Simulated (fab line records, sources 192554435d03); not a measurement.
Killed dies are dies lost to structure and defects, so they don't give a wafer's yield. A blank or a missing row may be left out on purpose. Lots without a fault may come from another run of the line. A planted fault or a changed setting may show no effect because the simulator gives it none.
Which tool did it? | flow n5_finfet | 12 lots, 36 wafers sampled, at 2 steps of a route of 1938

WHAT THE GAUGES READ, wafer by wafer
N5_BEOL_M9_CD_MEAS_18: pitch 140 nm, target cd 70 nm.
lot  | measured     | on        | cd_nm (nm)
L074 | day 9 17:43  | cd_sem-01 | 71.6 70.6 70.4
L077 | day 10 10:40 | cd_sem-03 | 70.2 70.2 69.6
L079 | day 10 15:29 | cd_sem-02 | 70.2 70.0 71.0
L081 | day 10 20:41 | cd_sem-02 | 70.0 69.8 70.7
L083 | day 11 09:14 | cd_sem-01 | 70.4 69.9 70.3
L085 | day 11 15:53 | cd_sem-01 | 69.6 69.1 69.1
L086 | day 15 16:06 | cd_sem-02 | 70.1 68.7 69.2
L093 | day 15 17:21 | cd_sem-03 | 70.4 70.6 71.0
L096 | day 16 02:47 | cd_sem-03 | 70.2 69.9 71.4
L091 | day 16 06:04 | cd_sem-03 | 69.5 68.8 69.6
L095 | day 16 13:07 | cd_sem-03 | 70.0 69.5 69.6
L092 | day 16 21:26 | cd_sem-02 | 69.2 68.9 69.2

WHICH TOOL RAN EACH LOT (tool, then ch and the chambers of the sampled wafers, then the start)
lot  | N5_BEOL_M9_HM_OPEN_17
L074 | rie_metal-02 ch 0,1, day 9 17:32
L077 | rie_metal-03 ch 1, day 10 10:24
L079 | rie_metal-02 ch 0,1, day 10 15:18
L081 | rie_metal-03 ch 0,1, day 10 20:32
L083 | rie_metal-03 ch 0,1, day 11 08:54
L085 | rie_metal-01 ch 0,1, day 11 15:37
L086 | rie_metal-03 ch 0,1, day 15 15:55
L093 | rie_metal-01 ch 0,1, day 15 17:12
L096 | rie_metal-01 ch 0,1, day 16 02:29
L091 | rie_metal-01 ch 0,1, day 16 05:52
L095 | rie_metal-02 ch 0,1, day 16 12:58
L092 | rie_metal-03 ch 1, day 16 21:15
- N5_BEOL_M9_HM_OPEN_17: chemistry Cl2/BCl3, target TiN, target depth 20 nm, overetch 6 nm.

THE ANSWER, worked out from the rows above alone
Rule: what is usual is taken from the lots themselves. Put in order of their means at a reading, lots are off if they are a third of the lots or fewer, leave a main group of 4 or more, and stand apart from it by a gap of 3 or more times the standard deviation of the main group's means; of several such gaps the widest counts. A main group whose means are all the same, to the digits that the tables above print for the reading, isn't used. A lot without any number at a reading at which 4 lots or more have one is off too. The other lots that the step has rows for count as sound.
No lot is off at any reading shown: from this, nothing can be told.

WHAT THE SIMULATOR HAD PUT IN
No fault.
